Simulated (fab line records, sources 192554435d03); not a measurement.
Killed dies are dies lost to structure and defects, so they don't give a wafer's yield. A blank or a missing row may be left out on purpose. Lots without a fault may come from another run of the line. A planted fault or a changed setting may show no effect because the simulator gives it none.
fab line records | flow n5_finfet | part 2 of 2: steps 5 to 6 of 6
record lots=22 wafers=66 last_day=19
route steps=1938 shown BEOL_M15@1795 MIM_BOT_LITHO@1863 MIM_BOT_ETCH@1866 PASS1_CAP@1873
lots that met no fault: from a run of the same line without faults
start_h: hours from the record's first day to the start of the lot's first wafer shown | wait_h: hours since the lot's step before | " the same as in the row above | L1.1+2: a row that stands for several wafers | - no value, or no start given | * or withheld: withheld | < > ~ a bound
route shown NAME@n: a module of which the file shows steps, and the number in the route of the first | usual: mean/standard deviation of fault-free wafers | same: alike in all rows | chamber/n: place in a boat | sites: the reading at each site | _std_site: their standard deviation | _edge_site: outer sites' mean less inner sites' | radius_mm: how far each site lies from the wafer's centre | mask NAME#n: copy n | behind: the tool/chamber that last shaped the wafer | hold: why the lot was held/for how many hours/how that ended | device: the transistor (n, p or np) that didn't switch | end of line: the same wafers' tests at the end of the route | a step without rows: its recipe alone | killed: dies lost to structure and defects at the first sort, not the wafer's yield | map: a wafer's dies, x killed, . not, _ none there
set.NAME: the setting as run; set.NAME@STEP: as run at that earlier step | model.NAME: the simulator's own value behind a step, which no gauge read
steps of the route over a sample of lots; a table a step, a row a wafer
services: from which hour (start_h, from the record's first day; less than 0 if before it) a tool's chamber was out of use, for how many hours, and why
## steps
# step N5_MIM_BOT_ETCH_ETCH_04
# recipe chemistry=CF4/O2 target=SiNx target_depth_a=260 time_s=13 ion_energy_ev=100 pressure_mtorr=40 source_w=535 bias_w=49 Ar_flow_sccm=100 cf4_flow_sccm=100 O2_flow_sccm=10
# usual drypump_motor_current_A=5.9/0.44 oes_ar_750_au=0.77/0.078 oes_f_703_au=0.77/0.082 oes_product_au=0.77/0.088 rf_vpp_V=238/6.9 showerhead_plenum_p_Torr=2.21/0.056 throttle_valve_pct=16.08/0.19
# columns lot.wafer tool chamber start_h wait_h drypump_motor_current_A oes_ar_750_au oes_f_703_au oes_product_au rf_hours_counter_h rf_vpp_V showerhead_plenum_p_Torr throttle_valve_pct
L074.2 rie_diel-01 2 274.25 0.0 6.2 0.84 0.84 0.84 66 241 2.23 16.09
L074.4 " 0 " " 6.4 0.72 0.71 0.71 - 243 2.29 16.16
L074.5 " 2 " " 6.3 0.85 0.84 0.84 - 241 2.23 16.06
L075.1 rie_diel-01 3 277.23 0.0 6.1 1.01 1.03 1.05 0 245 2.17 15.88
L075.3 " 0 " " 6.4 0.72 0.70 0.72 178 244 2.28 16.18
L075.5 " 3 " " 6.1 1.00 1.03 1.04 - 246 2.17 15.89
L076.1 rie_diel-03 1 289.00 0.0 5.4 0.79 0.78 0.79 110 239 2.23 16.27
L076.2 " 3 " " 6.3 0.77 0.76 0.80 115 240 2.14 15.70
L076.6 " 0 " " 6.1 0.73 0.75 0.70 - 225 2.19 16.41
L078.1 rie_diel-06 3 291.91 0.0 5.3 0.79 0.75 0.77 77 242 2.24 16.03
L078.2 " 2 " " 5.4 0.71 0.72 0.69 233 233 2.17 16.05
L078.6 " 0 " " 5.7 0.74 0.75 0.76 - 229 2.30 16.16
L077.2 rie_diel-06 1 296.32 0.0 6.5 0.89 0.86 0.91 18 247 2.25 15.86
L077.3 " 3 " " 5.3 0.79 0.75 0.77 78 241 2.24 16.02
L077.4 " 0 " " 5.7 0.75 0.75 0.76 161 231 2.30 16.18
L081.2 rie_diel-01 0 304.96 0.0 6.5 0.72 0.70 0.71 188 245 2.28 16.18
L081.3 " 3 " " 6.1 0.96 0.99 0.98 10 245 2.16 15.90
L081.5 " 1 " " 5.9 0.68 0.65 0.67 - 242 2.09 16.08
L079.3 rie_diel-06 1 308.58 0.0 6.5 0.88 0.86 0.89 22 246 2.25 15.89
L079.4 " 1 " " 6.5 0.88 0.86 0.90 - 245 2.25 15.88
L079.6 " 0 " " 5.8 0.74 0.75 0.75 - 229 2.30 16.18
L083.1 rie_diel-01 0 310.77 0.0 6.5 0.72 0.70 0.71 189 243 2.28 16.19
L083.2 " 1 " " 5.9 0.68 0.66 0.67 218 240 2.09 16.09
L083.3 " 3 " " 6.1 0.95 0.98 0.97 12 247 2.16 15.89
L080.1 rie_diel-06 0 312.47 0.0 5.7 0.74 0.75 0.74 167 230 2.30 16.19
L080.2 " 1 " " 6.5 0.89 0.85 0.89 24 246 2.24 15.89
L080.6 " 2 " " 5.4 0.70 0.71 0.69 - 232 2.17 16.03
L082.2 rie_diel-01 2 322.06 0.0 6.3 0.83 0.83 0.83 82 242 2.23 16.10
L082.5 " 2 " " 6.3 0.83 0.82 0.83 - 240 2.23 16.12
L082.6 " 3 " " 6.1 0.94 0.96 0.96 - 247 2.16 15.90
L084.1 rie_diel-06 2 328.10 0.0 5.4 0.70 0.70 0.68 246 232 2.17 16.04
L084.3 " 1 " " 6.5 0.86 0.84 0.88 30 246 2.24 15.89
L084.6 " 0 " " 5.7 0.74 0.75 0.75 - 229 2.30 16.19
L085.1 rie_diel-06 0 333.70 0.0 5.7 0.73 0.74 0.74 175 229 2.30 16.19
L085.2 " 3 " " 5.3 0.78 0.74 0.75 89 242 2.24 16.05
L085.6 " 3 " " 5.3 0.77 0.74 0.76 - 242 2.24 16.06
L086.4 rie_diel-03 0 354.71 0.0 6.1 0.71 0.73 0.68 234 225 2.18 16.44
L086.5 " 0 " " 6.1 0.71 0.73 0.68 - 225 2.18 16.44
L086.6 " 1 " " 5.5 0.77 0.77 0.76 - 239 2.22 16.32
L089.3 rie_diel-01 1 360.76 0.0 6.0 0.67 0.65 0.66 239 241 2.09 16.12
L089.4 " 2 " " 6.2 0.81 0.80 0.81 - 239 2.22 16.17
L089.6 " 1 " " 6.0 0.67 0.64 0.66 - 241 2.09 16.12
L087.1 rie_diel-06 1 361.71 0.0 6.5 0.84 0.82 0.86 45 245 2.24 15.92
L087.3 " 0 " " 5.7 0.72 0.73 0.73 188 230 2.30 16.22
L087.5 " 3 " " 5.3 0.77 0.73 0.75 - 242 2.23 16.07
L092.1 rie_diel-06 0 369.28 0.0 5.7 0.73 0.73 0.74 192 229 2.29 16.22
L092.4 " 1 " " 6.5 0.84 0.81 0.85 - 246 2.24 15.94
L092.5 " 3 " " 5.3 0.76 0.73 0.75 - 244 2.23 16.08
L091.1 rie_diel-03 1 373.61 0.0 5.5 0.76 0.76 0.75 137 238 2.22 16.30
L091.3 " 0 " " 6.1 0.71 0.73 0.67 240 226 2.18 16.47
L091.4 " 3 " " 6.3 0.75 0.73 0.76 143 241 2.13 15.76
L094.2 rie_diel-06 3 377.61 0.0 5.3 0.76 0.72 0.74 109 241 2.23 16.10
L094.5 " 1 " " 6.5 0.83 0.81 0.84 - 244 2.23 15.94
L094.6 " 0 " " 5.7 0.73 0.73 0.72 - 228 2.29 16.24
L093.1 rie_diel-03 2 385.24 0.0 5.4 0.66 0.64 0.66 247 244 2.16 15.94
L093.4 " 1 " " 5.5 0.76 0.76 0.75 141 238 2.22 16.32
L093.5 " 1 " " 5.5 0.76 0.76 0.76 - 238 2.22 16.32
L095.1 rie_diel-06 2 401.61 0.0 5.4 0.96 0.96 0.97 4 233 2.16 15.63
L095.3 " 0 " " 5.7 0.71 0.72 0.72 204 228 2.29 16.25
L095.4 " 3 " " 5.3 0.76 0.72 0.74 117 242 2.23 16.10
L097.1 rie_diel-06 0 409.80 0.0 5.7 0.71 0.72 0.73 209 229 2.29 16.27
L097.2 " 1 " " 6.5 0.82 0.79 0.83 66 247 2.23 15.97
L097.5 " 3 " " 5.3 0.75 0.72 0.74 - 243 2.23 16.11
L096.4 rie_diel-06 3 436.21 0.0 5.3 0.75 0.70 0.72 129 240 2.22 16.15
L096.5 " 3 " " 5.3 0.74 0.70 0.73 - 240 2.22 16.13
L096.6 " 2 " " 5.4 0.93 0.94 0.96 - 232 2.16 15.65
# step N5_PASSIVATION_PECVD_55
# recipe material=SiO2 target_thk_a=4000 temp_c=400 precursor=SiH4/N2O pressure_torr=2.7 rf_w=608 time_s=22.5
# usual chamber_pressure_Torr=2.701/0.0057 heater_power_w=703/110 showerhead_plenum_p_Torr=8.24/0.075 susceptor_temp_C=400.00/0.22 throttle_valve_pct=52/3.9
# columns lot.wafer tool chamber start_h wait_h chamber_pressure_Torr heater_power_w showerhead_plenum_p_Torr susceptor_temp_C throttle_valve_pct
L074.2 pecvd-03 2 275.78 0.0 2.701 700 8.23 399.99 44
L074.4 " 0 " " 2.701 847 8.27 400.10 50
L074.5 " 1 " " 2.702 904 8.26 399.84 52
L075.1 pecvd-04 0 278.05 0.0 2.692 550 8.34 400.00 54
L075.3 " 2 " " 2.697 718 8.18 400.19 51
L075.5 " 2 " " 2.697 731 8.20 399.96 51
L076.1 pecvd-03 2 289.89 0.0 2.709 664 8.22 399.85 44
L076.2 " 1 " " 2.701 737 8.25 400.13 52
L076.6 " 1 " " 2.706 792 8.24 400.50 52
L078.1 pecvd-03 2 292.80 0.0 2.695 683 8.21 399.98 44
L078.2 " 1 " " 2.696 872 8.25 399.86 52
L078.6 " 1 " " 2.707 890 8.27 399.84 52
L077.2 pecvd-04 0 297.15 0.0 2.696 633 8.34 400.03 54
L077.3 " 2 " " 2.701 693 8.19 400.08 51
L077.4 " 0 " " 2.699 646 8.33 399.80 54
L081.2 pecvd-04 0 305.99 0.0 2.693 647 8.34 400.10 54
L081.3 " 1 " " 2.705 707 8.28 399.87 57
L081.5 " 0 " " 2.688 658 8.35 400.25 54
L079.3 pecvd-01 2 309.41 0.0 2.698 774 8.07 399.71 47
L079.4 " 2 " " 2.691 789 8.08 399.76 46
L079.6 " 1 " " 2.704 730 8.24 400.01 50
L083.1 pecvd-03 0 311.99 0.0 2.696 788 8.26 399.96 50
L083.2 " 2 " " 2.702 537 8.22 399.99 45
L083.3 " 1 " " 2.699 830 8.27 400.49 52
L080.1 pecvd-04 2 313.69 0.0 2.702 746 8.20 399.84 52
L080.2 " 1 " " 2.701 659 8.27 399.68 58
L080.6 " 1 " " 2.703 688 8.28 399.94 58
L082.2 pecvd-01 1 322.88 0.0 2.709 701 8.24 400.04 50
L082.5 " 1 " " 2.695 732 8.25 399.81 50
L082.6 " 2 " " 2.705 800 8.15 400.17 47
L084.1 pecvd-01 2 328.93 0.0 2.704 840 8.13 400.06 47
L084.3 " 1 " " 2.697 626 8.26 400.01 50
L084.6 " 0 " " 2.700 626 8.06 399.80 52
L085.1 pecvd-03 2 334.52 0.0 2.702 690 8.24 400.04 44
L085.2 " 0 " " 2.710 805 8.25 399.74 50
L085.6 " 2 " " 2.700 584 8.22 400.30 45
L086.4 pecvd-04 0 355.96 0.0 2.701 580 8.35 400.34 54
L086.5 " 2 " " 2.695 761 8.18 399.83 52
L086.6 " 1 " " 2.707 575 8.27 400.15 58
L089.3 pecvd-04 0 361.58 0.0 2.699 557 8.34 400.12 54
L089.4 " 0 " " 2.701 599 8.33 400.23 54
L089.6 " 1 " " 2.689 654 8.26 400.09 58
L087.1 pecvd-03 2 362.56 0.0 2.698 678 8.23 400.01 45
L087.3 " 0 " " 2.709 953 8.27 399.99 50
L087.5 " 1 " " 2.693 866 8.24 400.57 52
L092.1 pecvd-04 2 370.11 0.0 2.716 610 8.19 399.83 52
L092.4 " 2 " " 2.710 638 8.17 400.38 52
L092.5 " 0 " " 2.704 679 8.34 399.58 53
L091.1 pecvd-04 2 374.51 0.0 2.697 719 8.20 399.80 52
L091.3 " 1 " " 2.703 696 8.28 399.80 58
L091.4 " 2 " " 2.703 739 8.17 399.91 52
L094.2 pecvd-04 0 378.44 0.0 2.699 622 8.33 400.10 54
L094.5 " 1 " " 2.689 684 8.30 400.02 58
L094.6 " 0 " " 2.701 644 8.34 399.67 54
L093.1 pecvd-03 0 386.14 0.0 2.696 846 8.28 399.79 50
L093.4 " 2 " " 2.692 632 8.25 400.02 45
L093.5 " 2 " " 2.699 657 8.24 400.00 45
L095.1 pecvd-04 1 402.43 0.0 2.692 616 8.27 400.55 58
L095.3 " 1 " " 2.705 638 8.27 400.22 58
L095.4 " 2 " " 2.702 771 8.18 399.91 52
L097.1 pecvd-04 2 410.62 0.0 2.712 740 8.18 400.01 52
L097.2 " 0 " " 2.700 647 8.33 399.57 54
L097.5 " 0 " " 2.703 657 8.32 399.88 54
L096.4 pecvd-04 1 437.05 0.0 2.713 612 8.27 400.02 58
L096.5 " 2 " " 2.702 652 8.21 399.91 52
L096.6 " 0 " " 2.696 533 8.34 399.83 54
## services
# columns tool chamber start_h hours kind
rie_diel-04 1 253.38 - clean
rie_diel-04 1 253.38 - consumable_replace:focus_ring
rie_diel-04 1 253.38 - consumable_replace:showerhead
rie_diel-04 1 253.38 17.5 scheduled_down
rie_diel-04 1 253.38 17.5 vent_cycle
pecvd-01 - 262.33 14.6 pm
rie_diel-02 2 266.68 5.1 repair
rie_diel-05 1 305.69 - clean
rie_diel-05 1 305.69 - consumable_replace:focus_ring
rie_diel-06 3 307.81 6.7 repair
rie_diel-05 - 319.34 2.8 pm
rie_diel-04 0 324.21 1.2 repair
rie_diel-01 3 330.01 15.9 repair
rie_diel-02 - 330.92 3.4 repair
pecvd-03 1 334.05 5.2 repair
rie_diel-01 0 343.02 22.2 repair
rie_diel-06 2 359.48 33.0 repair
pecvd-03 - 369.76 1.0 repair
pecvd-03 - 370.96 1.7 repair
rie_diel-01 3 402.61 1.9 repair
rie_diel-06 3 402.89 5.8 repair
rie_diel-05 2 405.28 21.1 repair
rie_diel-06 2 409.65 23.8 repair
rie_diel-02 - 417.06 2.8 pm
